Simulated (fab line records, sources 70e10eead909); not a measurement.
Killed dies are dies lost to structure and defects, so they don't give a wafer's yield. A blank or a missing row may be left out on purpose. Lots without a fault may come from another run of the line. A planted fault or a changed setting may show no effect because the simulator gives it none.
fab line records | flow nand_harc
record lots=14 wafers=42 last_day=32
route steps=1302 shown A_CHANNEL_FILL_D1@502 THIN_TSV@1273 END@1302
lots that met no fault: from a run of the same line without faults
start_h: hours from the record's first day to the start of the lot's first wafer shown | wait_h: hours since the lot's step before | " the same as in the row above | L1.1+2: a row that stands for several wafers | - no value, or no start given | * or withheld: withheld | < > ~ a bound
route shown NAME@n: a module of which the file shows steps, and the number in the route of the first | usual: mean/standard deviation of fault-free wafers | same: alike in all rows | chamber/n: place in a boat | sites: the reading at each site | _std_site: their standard deviation | _edge_site: outer sites' mean less inner sites' | radius_mm: how far each site lies from the wafer's centre | mask NAME#n: copy n | behind: the tool/chamber that last shaped the wafer | hold: why the lot was held/for how many hours/how that ended | device: the transistor (n, p or np) that didn't switch | end of line: the same wafers' tests at the end of the route | a step without rows: its recipe alone | killed: dies lost to structure and defects at the first sort, not the wafer's yield | map: a wafer's dies, x killed, . not, _ none there
set.NAME: the setting as run; set.NAME@STEP: as run at that earlier step | model.NAME: the simulator's own value behind a step, which no gauge read
steps of the route over a sample of lots; a table a step, a row a wafer
services: from which hour (start_h, from the record's first day; less than 0 if before it) a tool's chamber was out of use, for how many hours, and why
## steps
# step NHARC_A_CHANNEL_FILL_D1_PRECLEAN_21
# recipe time_s=30 chemistry=dHF
# same time_s=30
# columns lot.wafer tool chamber start_h wait_h
L348.4+2+1 wet_bench-05 0,4,5 208.02 -
L349.1+2+5 wet_bench-02 4,5,0 227.20 -
L350.1+4+2 wet_bench-07 5,6,7 227.21 -
L351.4+2+1 wet_bench-02 5,0,2 241.53 -
L352.2+4+5 wet_bench-07 1,4,6 247.30 -
L354.2+5+3 wet_bench-05 6,7,0 270.26 -
L355.5+4+6 wet_bench-07 3,4,6 284.09 -
L357.2+3+5 wet_bench-07 6,7,0 298.00 -
L358.2+6+1 wet_bench-05 0,2,4 313.77 -
L359.6+2+3 wet_bench-05 7,1,2 325.77 -
L361.4+6+5 wet_bench-02 3,4,6 334.69 -
L362.2+4+5 wet_bench-07 3,5,0 354.28 -
L368.4+3+1 wet_bench-07 1,3,5 406.40 -
L370.4+6+2 wet_bench-07 5,6,7 429.96 -
# step NHARC_THIN_TSV_PVD_51
# recipe target_thk_a=1000 chamber_pressure_pa=5 material=Cu
# usual throttle_valve_pct=29.9/0.87
# columns lot.wafer tool chamber start_h wait_h throttle_valve_pct
L348.1 pvd_sputter-01 - - - 30.2
L348.4 " - " " 29.4
L348.2 " - " " 28.1
L349.2 pvd_sputter-02 - - - 31.5
L349.1 " - " " 30.8
L349.5 " - " " 31.7
L350.2 pvd_sputter-01 - - - 29.4
L350.1 " - " " 28.0
L350.4 " - " " 29.8
L351.1 pvd_sputter-02 - - - 31.5
L351.2 " - " " 30.8
L351.4 " - " " 29.2
L352.2 pvd_sputter-03 - - - 29.7
L352.4 " - " " 30.3
L352.5 " - " " 30.5
L354.3 pvd_sputter-01 - - - 30.3
L354.2 " - " " 30.1
L354.5 " - " " 30.6
L355.4 pvd_sputter-02 - - - 28.9
L355.5 " - " " 31.0
L355.6 " - " " 29.2
L357.2 pvd_sputter-02 - 636.86 - 30.8
L357.3 " - " " 31.5
L357.5 " - " " 30.6
L358.1 pvd_sputter-01 - - - 30.4
L358.2 " - " " 28.8
L358.6 " - " " 29.7
L359.3 pvd_sputter-01 - - - 30.0
L359.2 " - " " 30.5
L359.6 " - " " 28.8
L361.4 pvd_sputter-03 - - - 30.3
L361.6 " - " " 28.8
L361.5 " - " " 30.2
L362.2 pvd_sputter-01 - - - 30.6
L362.4 " - " " 30.1
L362.5 " - " " 29.7
L368.4 pvd_sputter-02 - - - 30.6
L368.1 " - " " 30.4
L368.3 " - " " 28.7
L370.4 pvd_sputter-02 - - - 30.8
L370.2 " - " " 29.7
L370.6 " - " " 28.8
# step NHARC_THIN_TSV_CD_MEAS_33
# recipe target_cd_nm=5000 landing_energy_ev=500
# usual cd_nm=4999.0/1.9
# columns lot.wafer tool chamber start_h wait_h cd_nm
L348.1 cd_sem-03 0 555.47 - 4996.8
L348.2 " 0 " " 4995.9
L348.4 " 0 " " 4996.9
L349.1 cd_sem-03 0 561.41 - 5003.1
L349.2 " 0 " " 4999.9
L349.5 " 0 " " 5001.4
L350.1 cd_sem-01 0 562.96 - 4997.7
L350.2 " 0 " " 4995.8
L350.4 " 0 " " 4997.0
L351.1 cd_sem-01 0 575.65 - 5000.3
L351.2 " 0 " " 4996.7
L351.4 " 0 " " 4999.8
L352.2 cd_sem-01 0 586.78 - 5000.1
L352.4 " 0 " " 4998.0
L352.5 " 0 " " 5001.0
L354.2 cd_sem-03 0 609.82 - 5005.1
L354.3 " 0 " " 4999.8
L354.5 " 0 " " 5001.2
L355.4 cd_sem-01 0 628.87 - 5002.5
L355.5 " 0 " " 4998.7
L355.6 " 0 " " 5001.4
L357.2 cd_sem-03 0 639.93 - 5002.7
L357.3 " 0 " " 4998.7
L357.5 " 0 " " 5000.0
L358.1 cd_sem-03 0 665.54 - 4998.3
L358.2 " 0 " " 5001.5
L358.6 " 0 " " 4999.7
L359.2 cd_sem-03 0 666.75 - 4999.6
L359.3 " 0 " " 4997.4
L359.6 " 0 " " 4999.7
L361.4 cd_sem-01 0 679.46 - 4996.0
L361.5 " 0 " " 4999.3
L361.6 " 0 " " 4998.1
L362.2 cd_sem-02 0 680.63 - 4997.7
L362.4 " 0 " " 4996.8
L362.5 " 0 " " 4996.8
L368.1 cd_sem-03 0 738.08 - 4997.6
L368.3 " 0 " " 4996.0
L368.4 " 0 " " 4999.4
L370.2 cd_sem-01 0 764.63 - 5000.5
L370.4 " 0 " " 5000.3
L370.6 " 0 " " 4998.6
# step NHARC_THIN_TSV_STRIP_56
# recipe power_w=1500 temp_c=250 chemistry=O2
# usual drypump_motor_current_A=5.2/0.36 heater_power_w=325/11
# columns lot.wafer tool chamber start_h wait_h drypump_motor_current_A heater_power_w rf_hours_counter_h
L348.2 plasma_asher-01 0 556.14 0.1 5.0 317 6
L348.1 " 1 " " 5.1 337 6
L348.4 " 1 " " 5.0 320 -
L349.2 plasma_asher-01 1 562.06 0.1 5.1 320 7
L349.1 " 0 " " 4.9 312 7
L349.5 " 1 " " 5.1 334 -
L350.2 plasma_asher-01 0 563.60 0.1 4.9 314 8
L350.1 " 1 " " 5.1 329 8
L350.4 " 0 " " 4.9 310 -
L351.1 plasma_asher-02 0 576.30 0.1 5.9 318 33
L351.2 " 1 " " 4.9 326 33
L351.4 " 1 " " 4.9 324 -
L352.2 plasma_asher-01 1 587.60 0.3 5.1 333 12
L352.4 " 0 " " 5.0 312 -
L352.5 " 1 " " 5.0 329 -
L354.2 plasma_asher-01 0 610.46 0.1 5.0 316 17
L354.3 " 0 " " 5.0 310 -
L354.5 " 0 " " 4.9 319 -
L355.4 plasma_asher-01 1 629.64 0.2 5.1 339 -
L355.5 " 0 " " 5.0 313 -
L355.6 " 1 " " 5.1 326 -
L357.2 plasma_asher-01 1 640.65 0.1 5.1 327 25
L357.3 " 0 " " 4.9 313 -
L357.5 " 0 " " 4.9 319 -
L358.2 plasma_asher-01 1 666.18 0.1 5.1 331 30
L358.1 " 0 " " 5.0 305 30
L358.6 " 0 " " 4.9 323 -
L359.2 plasma_asher-01 0 667.45 0.1 5.0 314 31
L359.3 " 1 " " 5.1 328 -
L359.6 " 1 " " 5.1 331 -
L361.4 plasma_asher-01 0 680.19 0.2 5.0 312 -
L361.6 " 0 " " 5.0 310 -
L361.5 " 1 " " 5.1 324 -
L362.2 plasma_asher-01 0 681.32 0.1 4.9 310 33
L362.4 " 1 " " 5.1 332 -
L362.5 " 1 " " 5.1 336 -
L368.1 plasma_asher-01 0 738.77 0.1 5.0 310 6
L368.3 " 1 " " 5.1 310 -
L368.4 " 0 " " 5.0 311 -
L370.2 plasma_asher-01 1 765.28 0.1 5.1 317 11
L370.4 " 1 " " 5.1 324 -
L370.6 " 0 " " 5.0 309 -
# step NHARC_END_SORT_01
# recipe temp_c=25
# usual killed_at_array=55/15 killed_at_other=1.0/1.2 killed_at_periphery=3.4/2.2 killed_dies=59/15 killed_open=3.2/2 killed_short=2.5/1.7
# same gross_dies=677
# columns lot.wafer tool chamber start_h wait_h killed_at_array killed_at_other killed_at_periphery killed_dies killed_open killed_short
L362.2 prober-01 0 689.29 2.8 49 1 0 50 1 4
L362.4 prober-01 0 690.87 3.4 56 0 8 64 3 7
L362.5 prober-01 0 691.67 3.7 44 1 3 48 1 1
L368.1 prober-02 0 746.17 2.5 128 2 3 133 7 2
L368.3 prober-02 0 747.79 3.1 83 1 2 86 2 4
L368.4 prober-02 0 748.59 3.4 58 0 2 60 5 1
L370.2 prober-02 0 773.51 2.8 59 2 1 62 3 2
L370.4 prober-02 0 775.09 3.4 127 0 3 130 3 1
L370.6 prober-02 0 776.67 4.0 47 0 1 48 0 2
# killed by level:class
L362.2 A_CHANNEL_HOLE_D2:chamber_film_flake=23 A_CHANNEL_HOLE_D1:chamber_film_flake=7 A_CONTACT:chamber_film_flake=5 A_STAIRCASE:chamber_film_flake=4 A_SLIT:chamber_film_flake=4 A_DECK1_JOINT:geometric_particle:short=2 A_CHANNEL_HOLE_D1:geometric_particle:short=1 A_DECK1_JOINT:geometric_particle:open=1
L362.4 A_CHANNEL_HOLE_D2:chamber_film_flake=20 A_CHANNEL_HOLE_D1:chamber_film_flake=14 A_CONTACT:chamber_film_flake=6 A_SLIT:chamber_film_flake=5 A_BLC:geometric_particle:short=2 P_M1:chamber_film_flake=2 P_GATE:geometric_particle:short=1 P_CONTACT:geometric_particle:open=1
L362.5 A_CHANNEL_HOLE_D2:chamber_film_flake=22 A_CHANNEL_HOLE_D1:chamber_film_flake=10 A_STAIRCASE:chamber_film_flake=6 P_M1:chamber_film_flake=2 A_WL_FILL:chamber_film_flake=2 A_CONTACT:chamber_film_flake=2 P_M1:geometric_particle:short=1 A_CHANNEL_FILL_D1:geometric_particle:open=1
L368.1 A_CHANNEL_FILL_D1:unspecified=66 A_SLIT:chamber_film_flake=34 A_CHANNEL_HOLE_D1:chamber_film_flake=15 A_CONTACT:chamber_film_flake=6 A_CHANNEL_FILL_D2:geometric_particle:open=2 THIN_TSV:chamber_film_flake=2 P_CONTACT:geometric_particle:open=1 P_M0:geometric_particle:open=1
L368.3 A_SLIT:chamber_film_flake=37 A_CHANNEL_HOLE_D1:chamber_film_flake=33 A_CONTACT:chamber_film_flake=5 A_WL_FILL:geometric_particle:short=2 P_CONTACT:geometric_particle:open=1 A_ONON_D1:geometric_particle:short=1 A_DECK1_JOINT:geometric_particle:short=1 A_WL_FILL:geometric_particle:open=1
L368.4 A_SLIT:chamber_film_flake=29 A_CHANNEL_HOLE_D1:chamber_film_flake=14 A_CONTACT:chamber_film_flake=6 A_BLC:geometric_particle:open=2 A_DECK1_JOINT:chamber_film_flake=2 P_M0:geometric_particle:open=1 A_CHANNEL_HOLE_D2:geometric_particle:open=1 A_CHANNEL_FILL_D2:geometric_particle:open=1
L370.2 A_CHANNEL_HOLE_D2:chamber_film_flake=29 A_SLIT:chamber_film_flake=8 A_CONTACT:chamber_film_flake=8 A_CHANNEL_FILL_D1:chamber_film_flake=3 A_CHANNEL_HOLE_D1:unspecified=2 A_CHANNEL_HOLE_D1:chamber_film_flake=2 A_WL_FILL:chamber_film_flake=2 THIN_TSV:chamber_film_flake=2
L370.4 A_CHANNEL_FILL_D1:unspecified=67 A_CHANNEL_HOLE_D2:chamber_film_flake=32 A_SLIT:chamber_film_flake=10 A_CONTACT:chamber_film_flake=6 A_CHANNEL_HOLE_D1:chamber_film_flake=5 A_CHANNEL_FILL_D1:chamber_film_flake=2 P_CONTACT:geometric_particle:open=1 P_M0:geometric_particle:open=1
L370.6 A_CHANNEL_HOLE_D2:chamber_film_flake=27 A_CONTACT:chamber_film_flake=10 A_SLIT:chamber_film_flake=5 A_CHANNEL_HOLE_D1:chamber_film_flake=3 A_CHANNEL_FILL_D1:geometric_particle:short=1 A_M0:geometric_particle:short=1 P_ZERO_WELL:chamber_film_flake=1
## services
# columns tool chamber start_h hours kind
pvd_sputter-01 - 226.02 10.0 pm
pvd_sputter-01 - 256.83 0.7 repair
wet_bench-05 - 260.80 8.0 pm
pvd_sputter-02 - 282.01 10.0 pm
pvd_sputter-01 - 284.48 3.6 repair
pvd_sputter-02 - 308.49 8.9 repair
wet_bench-07 - 336.00 8.0 pm
plasma_asher-01 - 342.20 9.0 pm
pvd_sputter-01 - 404.02 10.0 pm
wet_bench-05 - 416.84 0.8 repair
pvd_sputter-01 - 434.30 16.5 repair
wet_bench-05 - 436.80 8.0 pm
pvd_sputter-02 - 460.01 10.0 pm
pvd_sputter-01 - 463.65 3.1 repair
pvd_sputter-02 - 479.59 1.7 repair
wet_bench-07 - 512.00 8.0 pm
plasma_asher-01 - 519.20 9.0 pm
pvd_sputter-01 - 582.02 10.0 pm
wet_bench-05 - 585.78 2.2 repair
pvd_sputter-02 - 638.01 10.0 pm
wet_bench-07 - 688.00 8.0 pm
plasma_asher-01 - 696.20 9.0 pm
plasma_asher-01 - 730.23 6.3 repair
pvd_sputter-01 - 760.02 10.0 pm
## key
first_sign step=NHARC_END_SORT_01 reading=killed_dies direction=up sigmas=4.9 usual=59 struck=132
effect step=NHARC_END_SORT_01 reading=killed_at_array direction=up sigmas=4.9 usual=55 struck=128
more_kills_born_at NHARC_A_CHANNEL_FILL_D1_PRECLEAN_21@wet_bench-07=133
met_at NHARC_A_CHANNEL_FILL_D1_PRECLEAN_21
struck_lots L368,L370
struck_wafers L368.1,L370.4
tester_left_out L368,L370
not_acting_at NHARC_THIN_TSV_PVD_51,NHARC_THIN_TSV_CD_MEAS_33,NHARC_THIN_TSV_STRIP_56
onset_between 354.28 406.40
fault kind=chamber_particle_source tool=wet_bench-07 chamber=5 onset_h=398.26 steps=NHARC_A_CHANNEL_FILL_D1_PRECLEAN_21 rate_per_visit_cm2=1.6039 end_h=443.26
# tester_left_out: of these lots the tester's yield and bins aren't shown, on N5 and GAA mostly nor the transistor test; their killed dies are dies lost to structure and defects alone, not to doping, threshold or leakage, so they don't give the yield
